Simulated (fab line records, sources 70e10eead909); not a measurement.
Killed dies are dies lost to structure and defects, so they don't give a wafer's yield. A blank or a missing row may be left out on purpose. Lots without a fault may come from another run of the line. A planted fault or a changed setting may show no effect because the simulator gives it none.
A struck lot beside a sound one | flow nand_harc | 19 steps out of a route of 1302
Sound: wafers L377.3, L377.4, L377.6. Struck: wafer L392.2. (L392.1 of the same lot was not struck and is left out.) The cause comes at the end.
At each step with rows: each side's tool, then ch and its chambers, then its first start. Under that, the readings that differ: sound wafers | struck wafers | difference of the means | sigmas: that difference in standard deviations of wafers without a fault.
alike: readings whose means differ by less than 2 such deviations, and words and numbers that are the same on both sides. not compared: withheld readings, readings that some wafer has no value for, bounds like >300 that may hide the same value, and numbers for which the record gives no deviation and whose values overlap.
The two part at a step that has a row with sigmas, a row that says differs or no value, or rows on one side only. Numbers that don't overlap but have no deviation are shown without sigmas and don't part them. A reading that every wafer of one side lacks parts them only if that side has two wafers or more.

NHARC_P_CONTACT_CMP_01: polishes SiO2, target thk 200 nm.
  sound on cmp-03 ch 0,1,2, day 6 07:26; struck on cmp-03 ch 0, day 12 11:00
  alike: motor_current_A
then, 10 steps without rows for these wafers: NHARC_P_CONTACT_SRD_03; NHARC_P_CONTACT_DEHYDRATE_04 (time 120 s); NHARC_P_CONTACT_HMDS_05 (time 30 s); NHARC_P_CONTACT_COAT_33 (time 75 s); NHARC_P_CONTACT_COAT_34 (time 65 s); NHARC_P_CONTACT_COAT_06 (resist thk 90 nm); NHARC_P_CONTACT_SOFTBAKE_07 (time 55 s); NHARC_P_CONTACT_EBR_08; NHARC_P_CONTACT_EXPOSE_09 (exposes mask P CA, target cd 90 nm); NHARC_P_CONTACT_PEB_10 (peb time 65 s).
NHARC_P_CONTACT_DEVELOP_11: develop time 35 s.
  sound on litho_track-01 ch 0, day 6 08:00; struck on litho_track-06 ch 0, day 12 11:00
  alike: resist_line_temp_C
NHARC_P_CONTACT_CD_MEAS_12: target cd 90 nm.
  sound on cd_sem-02 ch 0, day 6 08:06; struck on cd_sem-02 ch 0, day 12 11:50
  reading    | sound          | struck | difference | sigmas
  cd_nm (nm) | 90.0 90.2 89.4 | 92.9   | +3.0       | +5
NHARC_P_CONTACT_OVL_MEAS_13:
  sound on overlay-01, day 6 08:11; struck on overlay-02, day 12 11:55
  alike: overlay_x_nm, overlay_y_nm
NHARC_P_CONTACT_INSPECT_14:
  sound on defect_inspect-01, day 6 08:13; struck on defect_inspect-01, day 12 11:57
  alike: raw_defect_count
NHARC_P_CONTACT_DESCUM_17: chemistry O2, time 3 s.
  sound on rie_diel-13 ch 0,2, day 6 08:17; struck on rie_diel-06 ch 2, day 12 12:01
  reading                    | sound            | struck | difference | sigmas
  model.P_CONTACT.cd_nm (nm) | 88.91 90.5 90.06 | 92.82  | +3.00      |
  alike: drypump_motor_current_A, o2_flow_sccm, oes_product_au, rf_vpp_V, showerhead_plenum_p_Torr, throttle_valve_pct
  not compared: rf_hours_counter_h
NHARC_P_CONTACT_ETCH_35: etches the open film in CF4, target depth 39 nm, time 65 s.
  sound on rie_diel-13 ch 0,1,2, day 6 08:22; struck on rie_diel-06 ch 2, day 12 12:06
  reading                    | sound             | struck | difference | sigmas
  model.P_CONTACT.cd_nm (nm) | 88.74 90.81 89.65 | 92.29  | +2.56      |
  alike: cf4_flow_sccm, drypump_motor_current_A, oes_product_au, rf_vpp_V, showerhead_plenum_p_Torr, throttle_valve_pct
  not compared: rf_hours_counter_h
NHARC_P_CONTACT_ETCH_36: etches the open film in N2/H2, target depth 260 nm, time 406.25 s.
  sound on rie_diel-13 ch 0,2,3; struck on rie_diel-06 ch 3
  alike: drypump_motor_current_A, oes_product_au, rf_vpp_V, showerhead_plenum_p_Torr, throttle_valve_pct
  not compared: rf_hours_counter_h
NHARC_END_SORT_01:
  the record has rows for the sound wafers here (prober-01 ch 0, day 24 22:06) and none for the struck ones

WHERE THEY PART
First at NHARC_P_CONTACT_CD_MEAS_12; last, within this record, at NHARC_END_SORT_01.

WHY: what the simulator had put in
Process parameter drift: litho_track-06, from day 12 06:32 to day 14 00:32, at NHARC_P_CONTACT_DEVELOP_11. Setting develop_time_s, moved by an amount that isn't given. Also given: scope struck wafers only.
